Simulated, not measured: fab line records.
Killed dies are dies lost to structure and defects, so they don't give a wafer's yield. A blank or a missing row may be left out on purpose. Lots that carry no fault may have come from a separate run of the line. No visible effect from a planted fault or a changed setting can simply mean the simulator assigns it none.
What tool caused it? + flow nand_harc + 12 lots, 36 wafers sampled, at 1 step of a route of 1159

## WHAT THE GAUGES READ, wafer by wafer
NHARC_A_SOURCE_PLATE_THK_MEAS_09: measures by ellipsometry.
| lot  | measured     | on            | thk_nm (nm)    |
|------|--------------|---------------|----------------|
| L075 | day 7 07:32  | film_metro-01 | 11.1 11.1 9.8  |
| L077 | day 8 00:27  | film_metro-01 | 9.6 10.8 8.8   |
| L079 | day 8 08:09  | film_metro-02 | 11.1 11.0 10.6 |
| L081 | day 8 17:23  | film_metro-01 | 10.8 9.9 8.8   |
| L082 | day 9 02:38  | film_metro-01 | 10.8 9.0 9.4   |
| L086 | day 10 10:52 | film_metro-02 | 9.2 11.3 10.4  |
| L084 | day 10 17:02 | film_metro-02 | 10.3 8.5 11.8  |
| L089 | day 10 23:22 | film_metro-02 | 10.6 10.8 8.0  |
| L094 | day 11 16:06 | film_metro-01 | 10.9 8.9 8.3   |
| L091 | day 11 16:06 | film_metro-02 | 10.5 10.9 8.9  |
| L096 | day 12 07:50 | film_metro-01 | 8.8 10.2 10.5  |
| L097 | day 12 11:55 | film_metro-01 | 10.4 10.2 10.5 |

## TOOL THAT RAN EACH LOT (tool first, then ch and the chambers of the sampled wafers, then the start)
No process step before these readings appears in the record.

## THE ANSWER, worked out from the rows above alone
Rule: the lots themselves supply what counts as usual. Put in order of their means at a reading, lots are off if they are a third of the lots or fewer, leave a main group of 4 or more, and stand apart from it by a gap of 3 or more times the standard deviation of the main group's means; of several such gaps the widest counts. A main group whose means are all the same, to the digits that the tables above print for the reading, isn't used. A lot without any number at a reading at which 4 lots or more have one is off too. All remaining lots with rows at the step are treated as sound.
No lot is off at any reading shown: from this, nothing can be told.

## WHAT THE SIMULATOR HAD PUT IN
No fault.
